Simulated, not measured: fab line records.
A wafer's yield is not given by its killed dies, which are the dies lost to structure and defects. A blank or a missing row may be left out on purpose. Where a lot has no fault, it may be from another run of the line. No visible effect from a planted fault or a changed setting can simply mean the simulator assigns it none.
Chamber matching + flow n5-finfet + N5_BEOL_M10_ETCH_65 on rie-diel-03: 4 sister chambers
The step etches SiARC in CF4, target depth 39 nm, time 65 s. 18 wafers are shown with their chamber, then 9 later ones without.

## EACH WAFER AND ITS CHAMBER
| wafer  | chamber | drypump-motor-current-A (A) | showerhead-plenum-p-Torr (Torr) | etch-rf-on-time-s (s) |
|--------|---------|-----------------------------|---------------------------------|-----------------------|
| L077.4 | 0       | 5.8                         | 2.12                            | 66.6                  |
| L077.5 | 1       | 6.3                         | 2.15                            | 67.5                  |
| L077.6 | 3       | 5.5                         | 2.18                            | 61.9                  |
| L083.1 | 3       | 5.5                         | 2.17                            | 62.0                  |
| L083.2 | 2       | 5.4                         | 2.18                            | 63.0                  |
| L083.4 | 1       | 6.3                         | 2.14                            | 67.0                  |
| L086.2 | 1       | 6.3                         | 2.14                            | 67.1                  |
| L086.4 | 0       | 5.8                         | 2.12                            | 65.9                  |
| L086.6 | 3       | 5.5                         | 2.17                            | 60.6                  |
| L085.1 | 3       | 5.4                         | 2.17                            | 62.6                  |
| L085.3 | 0       | 5.8                         | 2.12                            | 67.2                  |
| L085.4 | 2       | 5.3                         | 2.18                            | 62.8                  |
| L088.1 | 3       | 5.5                         | 2.17                            | 61.8                  |
| L088.5 | 1       | 6.3                         | 2.14                            | 65.6                  |
| L088.6 | 0       | 5.8                         | 2.11                            | 67.0                  |
| L090.2 | 3       | 5.5                         | 2.17                            | 62.3                  |
| L090.4 | 0       | 5.8                         | 2.11                            | 66.5                  |
| L090.5 | 3       | 5.5                         | 2.17                            | 61.9                  |

SIGNATURES, as means of the wafers listed above
| reading                  | chamber 0 | chamber 1 | chamber 2 | chamber 3 | scatter within a chamber |
|--------------------------|-----------|-----------|-----------|-----------|--------------------------|
| drypump-motor-current-A  | 5.800     | 6.300     | 5.350     | 5.486     | 0.0311                   |
| showerhead-plenum-p-Torr | 2.1160    | 2.1425    | 2.1800    | 2.1714    | 0.00448                  |
| etch-rf-on-time-s        | 66.640    | 66.800    | 62.900    | 61.871    | 0.624                    |
Rule: for a wafer and a chamber, the distance is found by dividing, reading by reading, the gap between the wafer's reading and the chamber's mean by the reading's scatter, squaring, summing and taking the root. The wafer belongs to the nearest chamber; if the next one is less than 2 further off, it can't be placed. The scatter: the root of (the sum of the squares of (reading less its chamber's mean) over the shown wafers, divided by (wafers less chambers)).

## WAFERS WITH NO CHAMBER GIVEN
| wafer  | drypump-motor-current-A (A) | showerhead-plenum-p-Torr (Torr) | etch-rf-on-time-s (s) |
|--------|-----------------------------|---------------------------------|-----------------------|
| L092.1 | 5.8                         | 2.11                            | 66.2                  |
| L092.4 | 5.4                         | 2.18                            | 60.8                  |
| L092.6 | 5.5                         | 2.17                            | 61.0                  |
| L096.4 | 6.3                         | 2.13                            | 66.9                  |
| L096.5 | 6.3                         | 2.13                            | 65.9                  |
| L096.6 | 5.8                         | 2.11                            | 67.3                  |
| L097.1 | 5.8                         | 2.11                            | 66.0                  |
| L097.4 | 5.4                         | 2.17                            | 62.1                  |
| L097.5 | 5.8                         | 2.11                            | 66.3                  |

## WHICH CHAMBER EACH WENT THROUGH
| wafer  | from the rows above     | in truth |
|--------|-------------------------|----------|
| L092.1 | 0                       | 0        |
| L092.4 | can't be placed: 2 or 3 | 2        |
| L092.6 | 3                       | 3        |
| L096.4 | 1                       | 1        |
| L096.5 | 1                       | 1        |
| L096.6 | 0                       | 0        |
| L097.1 | 0                       | 0        |
| L097.4 | can't be placed: 3 or 2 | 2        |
| L097.5 | 0                       | 0        |
Placed correctly: 7 of 9. These rows do not allow placing 2 (true chamber among the candidates in 2). Wrongly placed: 0.
